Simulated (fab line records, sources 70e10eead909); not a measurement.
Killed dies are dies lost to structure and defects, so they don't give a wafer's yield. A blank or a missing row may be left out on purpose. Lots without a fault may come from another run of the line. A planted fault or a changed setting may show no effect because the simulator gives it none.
A struck lot beside a sound one | flow nand_harc | 28 steps out of a route of 1302
Sound: wafers L170.2, L170.4, L170.6. Struck: wafers L181.4, L181.6. (L181.3 of the same lot was not struck and is left out.) The cause comes at the end.
At each step with rows: each side's tool, then ch and its chambers, then its first start. Under that, the readings that differ: sound wafers | struck wafers | difference of the means | sigmas: that difference in standard deviations of wafers without a fault.
alike: readings whose means differ by less than 2 such deviations, and words and numbers that are the same on both sides. not compared: withheld readings, readings that some wafer has no value for, bounds like >300 that may hide the same value, and numbers for which the record gives no deviation and whose values overlap.
The two part at a step that has a row with sigmas, a row that says differs or no value, or rows on one side only. Numbers that don't overlap but have no deviation are shown without sigmas and don't part them. A reading that every wafer of one side lacks parts them only if that side has two wafers or more.

first, 8 steps without rows for these wafers: NHARC_A_SLIT_DEHYDRATE_01 (time 120 s); NHARC_A_SLIT_HMDS_02 (time 30 s); NHARC_A_SLIT_COAT_03 (resist thk 90 nm); NHARC_A_SLIT_SOFTBAKE_04 (time 55 s); NHARC_A_SLIT_EBR_05; NHARC_A_SLIT_EXPOSE_06 (exposes mask SLIT); NHARC_A_SLIT_PEB_07 (peb time 65 s); NHARC_A_SLIT_DEVELOP_08 (develop time 35 s).
NHARC_A_SLIT_CD_MEAS_09: target cd 300 nm.
  sound on cd_sem-01 ch 0, day 24 02:01; struck on cd_sem-02 ch 0, day 28 08:31
  alike: cd_nm
NHARC_A_SLIT_OVL_MEAS_10:
  sound on overlay-02, day 24 02:06; struck on overlay-01, day 28 08:36
  alike: overlay_x_nm, overlay_y_nm
NHARC_A_SLIT_INSPECT_11:
  sound on defect_inspect-01, day 24 02:08; struck on defect_inspect-02, day 28 08:38
  alike: raw_defect_count
NHARC_A_SLIT_DESCUM_14: chemistry O2, time 3 s.
  sound on rie_diel-08 ch 0,1,3, day 24 02:11; struck on rie_diel-11 ch 2, day 28 08:42
  alike: drypump_motor_current_A, oes_product_au, rf_vpp_V, showerhead_plenum_p_Torr, throttle_valve_pct
  not compared: rf_hours_counter_h
NHARC_A_SLIT_ETCH_24: etches the open film in CF4/CHF3, target depth 121 nm, time 60.5 s.
  sound on rie_diel-08 ch 0,2,3, day 24 02:17; struck on rie_diel-11 ch 1, day 28 08:47
  alike: drypump_motor_current_A, oes_product_au, rf_vpp_V, showerhead_plenum_p_Torr, throttle_valve_pct
  not compared: rf_hours_counter_h
then, 2 steps without rows for these wafers: NHARC_A_SLIT_ETCH_15 (etches the open film in O2/COS, target depth 6200 nm, time 1612 s); NHARC_A_SLIT_ETCH_17 (etches the open film in C4F8/O2/Ar, time 4254.5 s, target depth 20300 nm).
NHARC_A_SLIT_ETCH_26: etches the open film in C4F8/O2/Ar, time 90 s, target depth 400 nm.
  sound on har_etch-02 ch 0,1, day 24 07:07; struck on har_etch-02 ch 1, day 28 14:37
  alike: drypump_motor_current_A, showerhead_plenum_p_Torr, throttle_valve_pct
  not compared: rf_hours_counter_h
then, 1 step without rows for these wafers: NHARC_A_SLIT_STRIP_28 (strips in O2/COS).
NHARC_A_SLIT_ETCH_29: etches the open film in CF4/O2, target depth 100 nm, overetch 10 nm, time 55 s.
  sound on rie_diel-04 ch 0,2,3, day 24 07:59; struck on rie_diel-08 ch 2,3, day 28 15:27
  alike: drypump_motor_current_A, oes_product_au, rf_vpp_V, showerhead_plenum_p_Torr, throttle_valve_pct
  not compared: rf_hours_counter_h
NHARC_A_SLIT_STRIP_18: strips in O2.
  sound on rie_diel-04 ch 2,3; struck on rie_diel-08 ch 0,1
  alike: drypump_motor_current_A, oes_product_au, rf_vpp_V, showerhead_plenum_p_Torr, throttle_valve_pct
  not compared: rf_hours_counter_h
then, 2 steps without rows for these wafers: NHARC_A_SLIT_PRECLEAN_19 (cleans in SC1); NHARC_A_SLIT_SRD_20.
NHARC_A_SLIT_CD_MEAS_21:
  sound on cd_sem-01, day 24 08:31; struck on cd_sem-01, day 28 16:00
  alike: cd_nm
then, 3 steps without rows for these wafers: NHARC_A_SIN_REMOVE_WET_00 (chemistry H3PO4, time 15300 s); NHARC_A_SIN_REMOVE_PRECLEAN_01 (cleans in SC1); NHARC_A_SIN_REMOVE_SRD_02.
NHARC_A_SIN_REMOVE_INSPECT_04:
  sound on defect_inspect-02, day 24 15:07; struck on defect_inspect-01, day 28 22:35
  reading          | sound       | struck    | difference | sigmas
  raw_defect_count | 276 218 251 | 1164 1199 | +933       | +8
NHARC_A_WL_FILL_ALD_00: deposits Al2O3, target thk 3 nm, pulse time 3 s, ald cycles 30.
  sound on ald_hk-04 ch 0,2, day 24 15:12; struck on ald_hk-01 ch 2,3, day 28 22:40
  alike: heater_power_w, precursor_pulse_height_rel, susceptor_temp_C
-- the record jumps here: 5 days lie between the struck wafers' starts before and after (it left off in module A_WL_FILL and takes up again in module END, whose first step shown is number 1302 of the route) --
NHARC_END_SORT_01:
  the record has rows for the struck wafers here (prober-02 ch 0, day 33 16:03) and none for the sound ones

WHERE THEY PART
First at NHARC_A_SIN_REMOVE_INSPECT_04; last, within this record, at NHARC_END_SORT_01.

WHY: what the simulator had put in
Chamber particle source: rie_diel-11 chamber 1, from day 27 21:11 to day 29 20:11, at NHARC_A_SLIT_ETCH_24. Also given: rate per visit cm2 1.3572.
